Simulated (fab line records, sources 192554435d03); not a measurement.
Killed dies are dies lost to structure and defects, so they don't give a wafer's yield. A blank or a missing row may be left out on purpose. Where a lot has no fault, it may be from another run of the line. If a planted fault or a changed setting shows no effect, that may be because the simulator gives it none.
The tool behind it: which one? + flow n5Finfet + 24 wafers from 8 lots sampled at 5 of the route's 1938 steps

== WHAT THE GAUGES SHOWED, per wafer ==
N5_BEOL_M4_RC_MEAS_101. Usual: DIBL_N 37.3 mV/V, standard deviation 2.3; DIBL_P 37.4 mV/V, standard deviation 2.9; IOFF_N 0.18 nA/um, standard deviation 0.045; IOFF_N_LONG 5.58e-05 nA/um, standard deviation 2.4e-06; IOFF_P 0.25 nA/um, standard deviation 0.054; ION_N 679 uA/um, standard deviation 15; ION_P 468 uA/um, standard deviation 9.7; SS_N 71.8 mV/dec, standard deviation 0.62; SS_P 73.6 mV/dec, standard deviation 0.76; VT_N 248 mV, standard deviation 4.1; VT_N_LONG 274.5 mV, standard deviation 2; VT_N_LVT 98 mV, standard deviation 4; VT_P -248 mV, standard deviation 3.6.
| lot  | measured     | on        | DIBL_N (mV/V)  | DIBL_P (mV/V)  | IOFF_N (nA/um) | IOFF_N_LONG (nA/um)        | IOFF_P (nA/um) | ION_N (uA/um) | ION_P (uA/um) | SS_N (mV/dec)  | SS_P (mV/dec)  | VT_N (mV)   | VT_N_LONG (mV)    | VT_N_LVT (mV) | VT_P (mV)      | flag |
|------|--------------|-----------|----------------|----------------|----------------|----------------------------|----------------|---------------|---------------|----------------|----------------|-------------|-------------------|---------------|----------------|------|
| L905 | day 9 07:28  | prober-01 | 35.1 37.2 37.0 | 35.3 38.0 37.3 | 0.15 0.09 0.19 | 6.1e-05 3.78e-05 5.98e-05  | 0.22 0.27 0.26 | 687 466 687   | 473 472 470   | 71.1 72.2 71.5 | 73.1 73.1 73.8 | 246 264 245 | 271.6 292.5 272.9 | 97 114 96     | -248 -245 -247 | OFF  |
| L906 | day 10 00:09 | prober-02 | 40.4 38.3 38.9 | 39.5 36.6 38.0 | 0.10 0.18 0.20 | 3.49e-05 5.86e-05 6.01e-05 | 0.31 0.26 0.27 | 440 667 701   | 483 464 481   | 72.6 71.1 72.2 | 74.4 73.6 73.5 | 268 246 245 | 295.5 272.0 272.1 | 118 99 97     | -243 -245 -245 | OFF  |
| L915 | day 12 06:49 | prober-01 | 38.4 36.5 37.4 | 39.6 37.6 38.9 | 0.22 0.18 0.21 | 5.47e-05 5.63e-05 5.65e-05 | 0.29 0.25 0.28 | 672 695 703   | 459 473 474   | 73.0 71.3 71.7 | 74.3 74.1 74.2 | 248 248 245 | 273.5 270.8 270.7 | 97 97 95      | -246 -246 -244 |      |
| L916 | day 12 10:14 | prober-01 | 38.1 39.1 36.4 | 38.7 39.5 35.6 | 0.18 0.20 0.16 | 5.16e-05 5.13e-05 5.3e-05  | 0.23 0.24 0.19 | 679 674 685   | 459 458 465   | 72.0 71.9 71.9 | 73.5 73.8 73.0 | 246 246 249 | 278.4 273.9 277.4 | 96 98 99      | -250 -250 -252 |      |
| L918 | day 13 04:02 | prober-01 | 38.4 36.2 38.8 | 38.8 35.8 39.9 | 0.19 0.15 0.20 | 5.66e-05 5.69e-05 5.62e-05 | 0.27 0.22 0.29 | 677 662 677   | 475 462 469   | 71.7 71.6 72.2 | 73.7 72.5 73.6 | 246 252 248 | 274.3 273.1 273.7 | 96 100 97     | -244 -245 -245 |      |
| L919 | day 13 07:53 | prober-02 | 40.7 35.8 39.5 | 41.8 35.6 41.2 | 0.23 0.14 0.22 | 5.38e-05 5.39e-05 5.31e-05 | 0.30 0.20 0.28 | 679 662 677   | 467 462 464   | 72.8 71.7 73.2 | 73.9 73.1 74.6 | 244 252 246 | 273.1 278.3 275.7 | 94 103 94     | -248 -252 -249 |      |
| L920 | day 13 12:40 | prober-01 | 38.2 38.9 34.8 | 37.6 41.0 34.9 | 0.17 0.22 0.12 | 5.44e-05 5.33e-05 5.48e-05 | 0.22 0.31 0.19 | 663 688 654   | 455 470 460   | 72.4 72.6 71.5 | 73.6 74.6 73.9 | 254 244 257 | 275.5 274.5 274.9 | 102 96 107    | -252 -246 -251 |      |
| L921 | day 13 13:46 | prober-02 | 38.2 37.2 34.7 | 36.8 36.0 33.0 | 0.19 0.18 0.13 | 5.81e-05 5.79e-05 5.8e-05  | 0.30 0.26 0.21 | 680 681 675   | 476 468 472   | 71.5 71.3 71.0 | 73.7 73.0 72.6 | 246 246 251 | 274.6 273.9 276.5 | 98 99 103     | -242 -246 -248 |      |

== TOOL THAT RAN EACH LOT (tool first, then ch and the chambers of the sampled wafers, then the start) ==
| lot  | N5_HKMG_FIN_ALD_36                | N5_HKMG_FIN_ETCH_35              | N5_HKMG_FIN_ALD_91                 | N5_HKMG_FIN_ETCH_86               |
|------|-----------------------------------|----------------------------------|------------------------------------|-----------------------------------|
| L905 | aldMetal-01 ch 0,1,2, day 5 20:01 | rieDiel-06 ch 0,2,3, day 5 21:36 | aldMetal-02 ch 0,1,2, day 5 22:17  | rieDiel-06 ch 0,2,3, day 5 22:37  |
| L906 | aldMetal-03 ch 0,2,3, day 6 03:00 | rieDiel-06 ch 0,2,3, day 6 05:04 | aldMetal-03 ch 0,1,3, day 6 05:46  | rieDiel-02 ch 0,1,2, day 6 06:07  |
| L915 | aldMetal-01 ch 1,3, day 8 11:41   | rieDiel-02 ch 0,1,3, day 8 13:14 | aldMetal-01 ch 1,2, day 8 13:55    | rieDiel-06 ch 1,2,3, day 8 14:16  |
| L916 | aldMetal-01 ch 0,1,3, day 8 18:20 | rieDiel-06 ch 1,2,3, day 8 19:55 | aldMetal-03 ch 0,1,2, day 8 20:35  | rieDiel-06 ch 1,2,3, day 8 20:59  |
| L918 | aldMetal-01 ch 1,2, day 9 03:11   | rieDiel-06 ch 0,1, day 9 04:52   | aldMetal-03 ch 1,3, day 9 05:32    | rieDiel-02 ch 1,2, day 9 05:52    |
| L919 | aldMetal-01 ch 0,1,3, day 9 08:01 | rieDiel-06 ch 0,3, day 9 09:34   | aldMetal-03 ch 0,1,3, day 9 10:15  | rieDiel-02 ch 1,2,3, day 9 10:36  |
| L920 | aldMetal-02 ch 1,3, day 9 17:40   | rieDiel-04 ch 0,1,2, day 9 19:05 | aldMetal-02 ch 2,3, day 9 19:46    | rieDiel-02 ch 0,2,3, day 9 20:11  |
| L921 | aldMetal-01 ch 0,2, day 9 23:44   | rieDiel-02 ch 1,2, day 10 01:52  | aldMetal-02 ch 0,2,3, day 10 02:32 | rieDiel-02 ch 0,2,3, day 10 02:58 |
- N5_HKMG_FIN_ALD_36: deposits TiN, target thk 1 nm, pulse time 1 s, purge time 3 s.
- N5_HKMG_FIN_ETCH_35: etches SOC in N2/H2, target depth 215.8 nm, time 243.4 s.
- N5_HKMG_FIN_ALD_91: deposits TiN, target thk 1 nm, pulse time 1 s, purge time 3 s.
- N5_HKMG_FIN_ETCH_86: etches SOC in N2/H2, stops on TiN, target depth 393.2 nm.

== AS READ BY THE TOOLS THEMSELVES (means over the sampled wafers that have a number; for cases with no such wafer, the mark the record gives instead) ==
N5_HKMG_FIN_ALD_36. Usual: heaterPowerW 949 W, standard deviation 85; precursorPulseHeightRel 0.998, standard deviation 0.022.
| lot  | tool        | heaterPowerW (W) | precursorPulseHeightRel | flag |
|------|-------------|------------------|-------------------------|------|
| L905 | aldMetal-01 | 974              | 0.988                   |      |
| L906 | aldMetal-03 | 938              | 1.011                   |      |
| L915 | aldMetal-01 | 910              | 0.997                   |      |
| L916 | aldMetal-01 | 977              | 1.010                   |      |
| L918 | aldMetal-01 | 928              | 1.001                   |      |
| L919 | aldMetal-01 | 969              | 0.999                   |      |
| L920 | aldMetal-02 | 882              | 0.987                   |      |
| L921 | aldMetal-01 | 1069             | 0.991                   |      |

N5_HKMG_FIN_ETCH_35. Usual: biasW 5.001 W, standard deviation 0.016; chamberPressureMTorr 30.00 mTorr, standard deviation 0.031; drypumpMotorCurrentA 5.6 A, standard deviation 0.38; oesProductAu 0.79 a.u., standard deviation 0.095; rfFwdPowerW 2992 W, standard deviation 11; rfVppV 141.5 V, standard deviation 1; runLengthS 266.9 s, standard deviation 0.36; showerheadPlenumPTorr 2.52 Torr, standard deviation 0.072; throttleValvePct 17.88 %, standard deviation 0.26.
| lot  | tool       | biasW (W) | chamberPressureMTorr (mTorr) | drypumpMotorCurrentA (A) | oesProductAu (a.u.) | rfFwdPowerW (W) | rfVppV (V) | runLengthS (s) | showerheadPlenumPTorr (Torr) | throttleValvePct (%) | flag |
|------|------------|-----------|------------------------------|--------------------------|---------------------|-----------------|------------|----------------|------------------------------|----------------------|------|
| L905 | rieDiel-06 | 4.988     | 30.00                        | 5.6                      | 0.77                | 2991            | 141.9      | 239.9          | 2.52                         | 18.01                | OFF  |
| L906 | rieDiel-06 | 4.998     | 30.01                        | 5.6                      | 0.76                | 2998            | 141.8      | 240.0          | 2.52                         | 18.01                | OFF  |
| L915 | rieDiel-02 | 4.995     | 30.01                        | 5.6                      | 0.77                | 2983            | 140.7      | 266.9          | 2.51                         | 17.83                |      |
| L916 | rieDiel-06 | 4.999     | 30.00                        | 5.7                      | 0.82                | 2997            | 141.5      | 267.1          | 2.50                         | 18.02                |      |
| L918 | rieDiel-06 | 4.991     | 30.03                        | 5.9                      | 0.95                | 3005            | 141.6      | 266.6          | 2.50                         | 17.77                |      |
| L919 | rieDiel-06 | 5.020     | 30.03                        | 5.6                      | 0.89                | 2982            | 141.9      | 267.1          | 2.48                         | 17.72                |      |
| L920 | rieDiel-04 | 5.007     | 29.99                        | 5.8                      | 0.72                | 3000            | 142.3      | 266.6          | 2.52                         | 18.04                |      |
| L921 | rieDiel-02 | 4.997     | 30.00                        | 5.4                      | 0.71                | 3003            | 140.8      | 266.8          | 2.48                         | 17.72                |      |

N5_HKMG_FIN_ALD_91. Usual: heaterPowerW 948 W, standard deviation 83; precursorPulseHeightRel 1.001, standard deviation 0.021.
| lot  | tool        | heaterPowerW (W) | precursorPulseHeightRel | flag |
|------|-------------|------------------|-------------------------|------|
| L905 | aldMetal-02 | 906              | 1.018                   |      |
| L906 | aldMetal-03 | 998              | 1.006                   |      |
| L915 | aldMetal-01 | 942              | 0.983                   |      |
| L916 | aldMetal-03 | 983              | 1.007                   |      |
| L918 | aldMetal-03 | 994              | 0.982                   |      |
| L919 | aldMetal-03 | 992              | 1.017                   |      |
| L920 | aldMetal-02 | 943              | 0.999                   |      |
| L921 | aldMetal-02 | 913              | 1.016                   |      |

N5_HKMG_FIN_ETCH_86. Usual: biasW 60.97 W, standard deviation 0.19; chamberPressureMTorr 30.005 mTorr, standard deviation 0.025; drypumpMotorCurrentA 5.6 A, standard deviation 0.41; oesProductAu 0.78 a.u., standard deviation 0.082; rfFwdPowerW 844 W, standard deviation 3.1; rfVppV 240.5 V, standard deviation 1.2; showerheadPlenumPTorr 2.52 Torr, standard deviation 0.075; throttleValvePct 17.86 %, standard deviation 0.26.
| lot  | tool       | biasW (W) | chamberPressureMTorr (mTorr) | drypumpMotorCurrentA (A) | oesProductAu (a.u.) | rfFwdPowerW (W) | rfVppV (V) | showerheadPlenumPTorr (Torr) | throttleValvePct (%) | flag |
|------|------------|-----------|------------------------------|--------------------------|---------------------|-----------------|------------|------------------------------|----------------------|------|
| L905 | rieDiel-06 | 60.96     | 30.018                       | 5.6                      | 0.77                | 843             | 240.0      | 2.52                         | 17.98                |      |
| L906 | rieDiel-02 | 61.08     | 30.015                       | 5.5                      | 0.73                | 843             | 241.5      | 2.56                         | 17.67                |      |
| L915 | rieDiel-06 | 61.01     | 30.010                       | 5.7                      | 0.83                | 844             | 240.1      | 2.50                         | 17.99                |      |
| L916 | rieDiel-06 | 60.96     | 30.002                       | 5.7                      | 0.82                | 843             | 240.5      | 2.50                         | 18.00                |      |
| L918 | rieDiel-02 | 61.02     | 29.993                       | 5.1                      | 0.73                | 845             | 241.2      | 2.56                         | 17.76                |      |
| L919 | rieDiel-02 | 60.85     | 30.008                       | 5.2                      | 0.76                | 845             | 240.6      | 2.52                         | 17.84                |      |
| L920 | rieDiel-02 | 60.94     | 30.007                       | 5.3                      | 0.76                | 843             | 241.4      | 2.58                         | 17.88                |      |
| L921 | rieDiel-02 | 61.00     | 30.009                       | 5.3                      | 0.75                | 841             | 241.3      | 2.58                         | 17.88                |      |

== THE ANSWER, worked out from the rows above alone ==
Rule: lot off if the mean of its wafers having a number is beyond 3 standard deviations from the usual mean. A lot without any number at a reading at which 4 lots or more have one is off too. Any other lot the step has rows for is counted as sound. The gauges are gone through in route order, then the tools' own readings, and for those a lot's mean is taken as printed above. At the first step where some lot is off, the reading lying furthest off is the one used; lots without a number count as furthest.
Off: L905, L906, seen at N5_BEOL_M4_RC_MEAS_101 (ION_N).
If a tool, at a process step before that reading, ran all the lots that are off and no sound lot after the first of them, it fits. Not tried: the gauges at N5_BEOL_M4_RC_MEAS_101; whatever is off there is also off at N5_HKMG_FIN_ETCH_35, on other tools, and gauge error can't account for it. No candidate that was tried fits.

== WHAT WAS PUT IN BY THE SIMULATOR ==
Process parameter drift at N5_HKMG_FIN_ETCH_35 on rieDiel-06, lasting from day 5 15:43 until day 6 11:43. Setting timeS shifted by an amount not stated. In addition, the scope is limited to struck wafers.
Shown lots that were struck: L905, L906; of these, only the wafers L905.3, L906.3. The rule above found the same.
